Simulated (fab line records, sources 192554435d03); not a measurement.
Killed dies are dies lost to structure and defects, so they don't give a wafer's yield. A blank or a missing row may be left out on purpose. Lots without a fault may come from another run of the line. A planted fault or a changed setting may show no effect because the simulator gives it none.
Which tool did it? | flow n5_finfet | 9 lots, 27 wafers sampled, at 5 steps of a route of 1938

WHAT THE GAUGES READ, wafer by wafer
N5_HKMG_FIN_INSPECT_28: inspects for defects (darkfield). Usual: raw_defect_count 41, standard deviation 15.
lot  | measured    | on                | raw_defect_count | flag
L527 | day 4 16:14 | defect_inspect-01 | 29 60 44         |
L528 | day 4 18:38 | defect_inspect-01 | 29 20 33         |
L533 | day 6 00:38 | defect_inspect-02 | 70 72 66         |
L536 | day 6 20:19 | defect_inspect-02 | 111 41 67        |
L537 | day 7 02:41 | defect_inspect-01 | 50 32 47         |
L538 | day 7 11:35 | defect_inspect-01 | 18 22 35         |
L543 | day 8 14:01 | defect_inspect-01 | 29 42 37         |
L545 | day 9 03:55 | defect_inspect-02 | 41 47 79         |
L546 | day 9 10:10 | defect_inspect-02 | 39 30 40         |

N5_BEOL_M4_RC_MEAS_101. Usual: DIBL_N 35.3 mV/V, standard deviation 1.8; DIBL_P 35.2 mV/V, standard deviation 2.2; IOFF_N 0.144 nA/um, standard deviation 0.029; IOFF_P 0.19 nA/um, standard deviation 0.031; ION_N 670 uA/um, standard deviation 12; ION_P 460 uA/um, standard deviation 7.6; SS_N 71.2 mV/dec, standard deviation 0.62; SS_P 73.0 mV/dec, standard deviation 0.69; VT_N 251 mV, standard deviation 3.4; VT_P -251.4 mV, standard deviation 2.6.
lot  | measured     | on        | DIBL_N (mV/V)  | DIBL_P (mV/V)  | IOFF_N (nA/um)    | IOFF_P (nA/um) | ION_N (uA/um) | ION_P (uA/um) | SS_N (mV/dec)  | SS_P (mV/dec)  | VT_N (mV)   | VT_P (mV)            | flag
L527 | day 9 00:25  | prober-02 | 33.2 33.8 34.2 | 33.2 34.6 34.7 | 0.121 0.138 0.134 | 0.16 0.19 0.19 | 657 688 659   | 446 471 456   | 70.9 70.9 70.6 | 72.7 72.6 73.1 | 254 250 251 | -255.4 -251.3 -249.5 |
L528 | day 9 18:31  | prober-02 | 35.0 35.8 33.7 | 35.5 36.9 34.3 | 0.112 0.119 0.097 | 0.16 0.17 0.14 | 661 655 664   | 460 456 455   | 70.7 71.5 70.7 | 72.4 73.4 71.6 | 258 256 257 | -253.7 -254.2 -258.8 |
L533 | day 10 21:23 | prober-02 | 35.3 33.4 33.2 | 35.4 32.8 33.2 | 0.144 0.116 0.124 | 0.20 0.16 0.18 | 670 660 668   | 469 461 460   | 71.5 70.9 70.3 | 73.3 72.2 72.4 | 250 254 249 | -250.0 -254.0 -250.6 |
L536 | day 11 05:33 | prober-01 | 34.7 34.1 33.8 | 33.6 32.5 33.2 | 0.141 0.115 0.123 | 0.17 0.15 0.15 | 678 661 680   | 466 458 466   | 70.9 70.4 70.3 | 72.3 71.8 72.3 | 249 253 252 | -251.2 -253.0 -252.5 |
L537 | day 11 05:44 | prober-02 | 36.4 37.2 35.8 | 34.6 36.3 34.6 | 0.139 0.151 0.131 | 0.20 0.22 0.19 | 660 668 674   | 456 464 464   | 70.8 71.5 71.6 | 72.9 73.7 72.4 | 252 251 252 | -251.3 -249.3 -250.5 |
L538 | day 12 01:58 | prober-02 | 34.2 34.5 33.9 | 32.6 33.0 33.0 | 0.123 0.135 0.123 | 0.18 0.18 0.18 | 656 654 656   | 451 447 451   | 71.4 71.1 71.0 | 72.7 73.1 72.3 | 254 252 255 | -250.7 -251.3 -251.9 |
L543 | day 12 17:07 | prober-01 | 35.2 33.5 33.7 | 37.0 35.2 36.4 | 0.166 0.137 0.148 | 0.22 0.18 0.20 | 679 678 678   | 457 461 467   | 72.0 70.9 70.8 | 74.0 72.5 73.4 | 247 252 249 | -252.0 -254.6 -253.4 |
L545 | day 14 03:51 | prober-01 | 35.2 36.2 37.1 | 35.2 36.5 38.4 | 0.151 0.167 0.194 | 0.20 0.22 0.26 | 655 669 677   | 453 463 463   | 72.2 72.6 71.3 | 73.2 73.1 73.8 | 251 248 246 | -252.5 -248.8 -247.0 |
L546 | day 13 21:32 | prober-02 | 34.2 32.6 33.4 | 33.7 31.2 32.4 | 0.142 0.108 0.120 | 0.19 0.16 0.18 | 685 667 684   | 470 460 474   | 70.9 71.0 70.9 | 72.5 72.6 72.9 | 250 253 254 | -249.0 -253.1 -249.8 |

WHICH TOOL RAN EACH LOT (tool, then ch and the chambers of the sampled wafers, then the start)
lot  | N5_HKMG_FIN_ALD_71                 | N5_GATE_CUT_ETCH_56              | N5_GATE_CUT_ETCH_58
L527 | ald_metal-03 ch 0,3, day 4 13:55   | rie_metal-03 ch 0,1, day 4 16:24 | rie_diel-01 ch 0,1,3, day 4 16:34
L528 | ald_metal-01 ch 1,3, day 4 16:12   | rie_metal-02 ch 0,1, day 4 18:47 | rie_diel-02 ch 1,2,3, day 4 18:58
L533 | ald_metal-01 ch 0,1,2, day 5 22:19 | rie_metal-02 ch 0,1, day 6 00:47 | rie_diel-02 ch 0,3, day 6 00:58
L536 | ald_metal-01 ch 0,3, day 6 17:56   | rie_metal-02 ch 0,1, day 6 20:30 | rie_diel-02 ch 2,3, day 6 20:39
L537 | ald_metal-01 ch 0,1,2, day 7 00:17 | rie_metal-02 ch 0,1, day 7 02:51 | rie_diel-02 ch 0,2, day 7 03:02
L538 | ald_metal-01 ch 0,1, day 7 08:34   | rie_metal-03 ch 0,1, day 7 11:44 | rie_diel-01 ch 1,2, day 7 11:54
L543 | ald_metal-01 ch 0,1,2, day 8 11:37 | rie_metal-01 ch 0,1, day 8 14:11 | rie_diel-01 ch 0,1,3, day 8 14:21
L545 | ald_metal-02 ch 0,1,2, day 9 01:28 | rie_metal-01 ch 0,1, day 9 04:04 | rie_diel-06 ch 0,2,3, day 9 04:15
L546 | ald_metal-03 ch 0,1,3, day 9 07:48 | rie_metal-01 ch 0,1, day 9 10:19 | rie_diel-06 ch 0,1,3, day 9 10:29
- N5_HKMG_FIN_ALD_71: deposits TiN, target thk 1 nm, pulse time 1 s, purge time 3 s.
- N5_GATE_CUT_ETCH_56: etches TiN in Cl2/Ar, target depth 21.6 nm.
- N5_GATE_CUT_ETCH_58: etches SiNx in CH3F/O2, target depth 17 nm, time 128.6 s.

WHAT THE TOOLS THEMSELVES READ (means of the sampled wafers that have a number; where no wafer has one, the mark that the record gives instead)
N5_HKMG_FIN_ALD_71. Usual: heater_power_w 880 W, standard deviation 97; precursor_pulse_height_rel 1.002, standard deviation 0.019.
lot  | tool         | heater_power_w (W) | precursor_pulse_height_rel | flag
L527 | ald_metal-03 | 838                | 1.013                      |
L528 | ald_metal-01 | 900                | 0.993                      |
L533 | ald_metal-01 | 916                | 1.018                      |
L536 | ald_metal-01 | 968                | 1.013                      |
L537 | ald_metal-01 | 918                | 1.006                      |
L538 | ald_metal-01 | 965                | 0.999                      |
L543 | ald_metal-01 | 926                | 1.006                      |
L545 | ald_metal-02 | 798                | 1.027                      |
L546 | ald_metal-03 | 858                | 0.994                      |

N5_GATE_CUT_ETCH_56. Usual: drypump_motor_current_A 5.9 A, standard deviation 0.31; mfc_ar_sccm 59.96 sccm, standard deviation 0.18; mfc_cl2_sccm 40.02 sccm, standard deviation 0.13; oes_product_au 0.78 a.u., standard deviation 0.09; throttle_valve_pct 20.79 %, standard deviation 0.21.
lot  | tool         | drypump_motor_current_A (A) | mfc_ar_sccm (sccm) | mfc_cl2_sccm (sccm) | oes_product_au (a.u.) | throttle_valve_pct (%) | flag
L527 | rie_metal-03 | 5.9                         | 59.96              | 39.88               | 0.61                  | 20.94                  |
L528 | rie_metal-02 | 5.8                         | 59.94              | 40.03               | 0.80                  | 20.67                  |
L533 | rie_metal-02 | 5.7                         | 60.02              | 40.04               | 0.76                  | 20.74                  |
L536 | rie_metal-02 | 5.8                         | 59.80              | 45.57               | 0.79                  | 21.34                  | OFF
L537 | rie_metal-02 | 5.7                         | 59.92              | 51.24               | 0.77                  | 22.07                  | OFF
L538 | rie_metal-03 | 6.0                         | 59.97              | 40.09               | 0.72                  | 20.87                  |
L543 | rie_metal-01 | 6.2                         | 59.75              | 40.05               | 0.82                  | 20.94                  |
L545 | rie_metal-01 | 5.9                         | 60.00              | 39.92               | 0.81                  | 21.05                  |
L546 | rie_metal-01 | 6.2                         | 60.02              | 40.03               | 0.81                  | 20.94                  |

N5_GATE_CUT_ETCH_58. Usual: drypump_motor_current_A 5.82 A, standard deviation 0.27; mfc_ar_sccm 150.0 sccm, standard deviation 0.45; oes_product_au 0.77 a.u., standard deviation 0.085; rf_vpp_V 99.2 V, standard deviation 0.84; showerhead_plenum_p_Torr 2.02 Torr, standard deviation 0.065; throttle_valve_pct 16.40 %, standard deviation 0.25.
lot  | tool        | drypump_motor_current_A (A) | mfc_ar_sccm (sccm) | oes_product_au (a.u.) | rf_vpp_V (V) | showerhead_plenum_p_Torr (Torr) | throttle_valve_pct (%) | flag
L527 | rie_diel-01 | 5.78                        | 150.2              | 0.82                  | 99.5         | 2.04                            | 16.25                  |
L528 | rie_diel-02 | 5.86                        | 150.2              | 0.74                  | 99.5         | 2.09                            | 16.48                  |
L533 | rie_diel-02 | 5.81                        | 150.2              | 0.73                  | 99.3         | 2.01                            | 16.51                  |
L536 | rie_diel-02 | 5.70                        | 150.2              | 0.72                  | 98.8         | 2.07                            | 16.61                  |
L537 | rie_diel-02 | 5.71                        | 149.9              | 0.72                  | 99.6         | 1.96                            | 16.44                  |
L538 | rie_diel-01 | 6.02                        | 150.1              | 0.80                  | 99.1         | 2.04                            | 16.57                  |
L543 | rie_diel-01 | 5.81                        | 150.2              | 0.78                  | 99.3         | 2.03                            | 16.32                  |
L545 | rie_diel-06 | 5.91                        | 149.6              | 0.85                  | 99.0         | 1.97                            | 16.28                  |
L546 | rie_diel-06 | 5.83                        | 149.7              | 0.84                  | 98.9         | 1.99                            | 16.36                  |

THE ANSWER, worked out from the rows above alone
Rule: a lot is off if the mean of its wafers that have a number lies more than 3 standard deviations from the usual mean. A lot without any number at a reading at which 4 lots or more have one is off too. The other lots that the step has rows for count as sound. The gauges are gone through in route order, then the tools' own readings, and for those a lot's mean is taken as printed above. The first step at which some lot is off is used, and at that step the reading that is off furthest; a lot without a number counts as furthest.
Off: L536, L537, at N5_GATE_CUT_ETCH_56 (mfc_cl2_sccm).
A tool fits if, at that step or a process step before it, it ran every lot that is off, and no sound lot after the first of them. One fits: rie_metal-02 at N5_GATE_CUT_ETCH_56. Its last sound lot is L533 (day 6 00:47), its first lot that is off L536 (day 6 20:30): a fault that began between those two fits.
The tool's own readings at N5_GATE_CUT_ETCH_56 bear it out: on the lots that are off they differ by more than 5 times the standard deviation of the sound lots' means. mfc_cl2_sccm reads 48.41 sccm there against 40.01 sccm on the sound lots; throttle_valve_pct reads 21.70 % there against 20.88 % on the sound lots.

WHAT THE SIMULATOR HAD PUT IN
Process parameter drift: rie_metal-02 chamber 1, from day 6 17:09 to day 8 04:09, at N5_GATE_CUT_ETCH_56. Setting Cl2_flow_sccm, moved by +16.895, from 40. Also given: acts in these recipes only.
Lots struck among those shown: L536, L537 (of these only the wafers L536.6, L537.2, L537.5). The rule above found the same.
